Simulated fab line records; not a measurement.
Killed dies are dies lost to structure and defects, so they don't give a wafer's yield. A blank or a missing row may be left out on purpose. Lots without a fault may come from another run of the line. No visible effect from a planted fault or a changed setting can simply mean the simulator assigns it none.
Comparing a struck lot with a sound one | flow n5_finfet | 37 out of 1938 route steps
Sound: the wafers L257.1, L257.5, L257.6. Wafers L248.3, L248.5, L248.6 were the ones struck. The cause is named last.
Each step with rows lists, per side, the tool, then ch with its chambers, then its first start. Under that, the readings that differ: sound wafers | struck wafers | difference of the means | sigmas: that difference in standard deviations of wafers without a fault.
alike: readings whose means differ by less than 2 such deviations, and words and numbers that are the same on both sides. not compared: withheld readings, readings that some wafer has no value for, bounds like >300 that may hide the same value, and numbers for which the record gives no deviation and whose values overlap.
Wherever a step has rows on one side only, a row that says differs or no value, or a row with sigmas, the two part there. Numbers that don't overlap but have no deviation are shown without sigmas and don't part them. A reading missing from all wafers of one side parts the sides only when that side holds two or more wafers.

first, 9 steps without rows for these wafers: N5_BEOL_M4_ANNEAL_95 (time 240 s); N5_BEOL_M4_SPUTTER_96 (material Cu, target thk 4.5 nm, time 8.29 s); N5_BEOL_M4_ECD_50 (material Cu, target thk 300 nm); N5_BEOL_M4_ANNEAL_51 (time 90 s); N5_BEOL_M4_CMP_52 (polishes, stops on SiOC, t overpolish 6.8 s, target thk 40 nm); N5_BEOL_M4_PRE_CLEAN_60 (time 15 s); N5_BEOL_M4_CO_CAP_55 (material Co, precursor CCTBA/H2, target thk 2 nm, time 102.1 s); N5_BEOL_M4_PRE_CLEAN_56 (time 15 s); N5_BEOL_M4_DEP_57 (deposits SiCN from 3MS/NH3, target thk 8 nm, time 14 s).
N5_BEOL_M4_RC_MEAS_101:
  sound on prober-02 ch 0, day 15 03:20; struck on prober-01 ch 0, day 13 00:32
  alike: DIBL_N, DIBL_P, IOFF_N, IOFF_P, ION_N, ION_P, SS_N, SS_P, VT_N, VT_P
then, 24 steps without rows for these wafers: N5_BEOL_M5_ILD_DEP_00 (deposits SiCOH lowk from DEMS/porogen, target thk 140.64 nm, time 25.9 s); N5_BEOL_M5_CURE_79 (cures SiCOH lowk, time 240 s); N5_BEOL_M5_PECVD_70 (deposits SiO2 from TEOS/O2, target thk 16 nm, time 18 s); N5_BEOL_M5_HM_DEP_02 (deposits TiN, target thk 20 nm); N5_BEOL_M5_COAT_59 (time 60 s, resist thk 60 nm); N5_BEOL_M5_COAT_60 (time 60 s, resist thk 12 nm); N5_BEOL_M5_COAT_71 (time 60 s, resist thk 5 nm); N5_BEOL_M5_COAT_05 (resist thk 30 nm); N5_BEOL_M5_EBR_07; N5_BEOL_M5_SOFTBAKE_06 (time 60 s); N5_BEOL_M5_EXPOSE_08 (exposes mask M5, target cd 28 nm); N5_BEOL_M5_PEB_09 (peb time 60 s); N5_BEOL_M5_DEVELOP_10 (develop time 30 s); N5_BEOL_M5_DESCUM_16 (chemistry O2, time 7 s); N5_BEOL_M5_ETCH_72 (etches underlayer in N2/H2, target depth 6.5 nm, time 5.2 s); N5_BEOL_M5_ETCH_61 (etches SiARC in CF4, target depth 15.6 nm, time 26 s); N5_BEOL_M5_ETCH_62 (etches SOC in N2/H2, target depth 75 nm, overetch 15 nm, time 112.5 s); N5_BEOL_M5_STRIP_63 (strips in N2/H2); N5_BEOL_M5_STRIP_73 (strips in N2/H2); N5_BEOL_M5_STRIP_64 (strips in CF4); N5_BEOL_M5_HM_OPEN_17 (chemistry Cl2/BCl3, target TiN, target depth 20 nm, overetch 6 nm); N5_BEOL_M5_STRIP_19 (strips in O2); N5_BEOL_M5_COAT_65 (time 60 s, resist thk 60 nm); N5_BEOL_M5_COAT_66 (time 60 s, resist thk 12 nm).
-- record jumps: 3 days separate the struck wafers' starts on either side; left off in module BEOL_M5, taken up again in module BEOL_M13, whose first shown step is the route's number 1705 --
N5_BEOL_M13_SPUTTER_43: material TaN, target thk 15 nm, time 24.19 s.
  sound on pvd_sputter-03 at day 19 16:09; struck on pvd_sputter-03 at day 16 08:16
  no value came back on the struck wafers for bias_v (V), cathode_dc_power_W (W), substrate_temp_c (C), throttle_valve_pct (%); on the sound wafers bias_v (V) reads 166.3 167.2 168.8
N5_BEOL_M13_CMP_49: polishes, stops on SiOC, t overpolish 17.1 s, target thk 420 nm.
  sound on cmp-02 ch 0,1,3, day 19 17:09; struck on cmp-04 ch 0,1,3, day 16 09:05
  reading                                 | sound          | struck            | difference | sigmas
  barrier_field_endpoint_s (s)            | 29.7 29.9 29.7 | 12.5 12.5 11.9    | -17.5      | -20
  model.Cu_of_BEOL_M13_ECD_47.thk_nm (nm) | 420.2 413 419  | 437.6 443.8 434.6 | +21.3      |
  alike: motor_current_A
N5_PASSIVATION_PROBE_49:
  sound on prober-01 at day 21 01:47; struck on prober-01 at day 17 17:18
  reading                  | sound          | struck         | difference | sigmas
  defect_limited_yield (%) | 95.1 93.6 93.0 | 82.5 84.2 83.7 | -10.4      | -7
  killed_at_M4_up          | 10 15 15       | 110 91 108     | +90        | +17
  killed_dies              | 58 75 83       | 207 186 192    | +123       | +7
  killed_on_rim            | 9 8 15         | 12 15 59       | +18        | +4
  sort_bin_5_function (%)  | 2.9 4.5 3.7    | 13.1 12.0 11.8 | +8.6       | +9
  sort_bin_6_memory (%)    | 1.9 1.8 2.9    | 4.1 3.5 4.1    | +1.7       | +2
  sort_n_pass              | 1122 1105 1097 | 973 994 988    | -123       | -7
  sort_yield_pct (%)       | 95.1 93.6 93.0 | 82.5 84.2 83.7 | -10.4      | -7
  alike: killed_at_M0_to_M3, killed_at_contacts, killed_at_front_end, killed_at_other, killed_open, killed_short, sort_bin_4_leakage

## WHERE THEY PART
First at N5_BEOL_M13_SPUTTER_43; last, within this record, at N5_PASSIVATION_PROBE_49.

WHY: whatever the simulator had introduced
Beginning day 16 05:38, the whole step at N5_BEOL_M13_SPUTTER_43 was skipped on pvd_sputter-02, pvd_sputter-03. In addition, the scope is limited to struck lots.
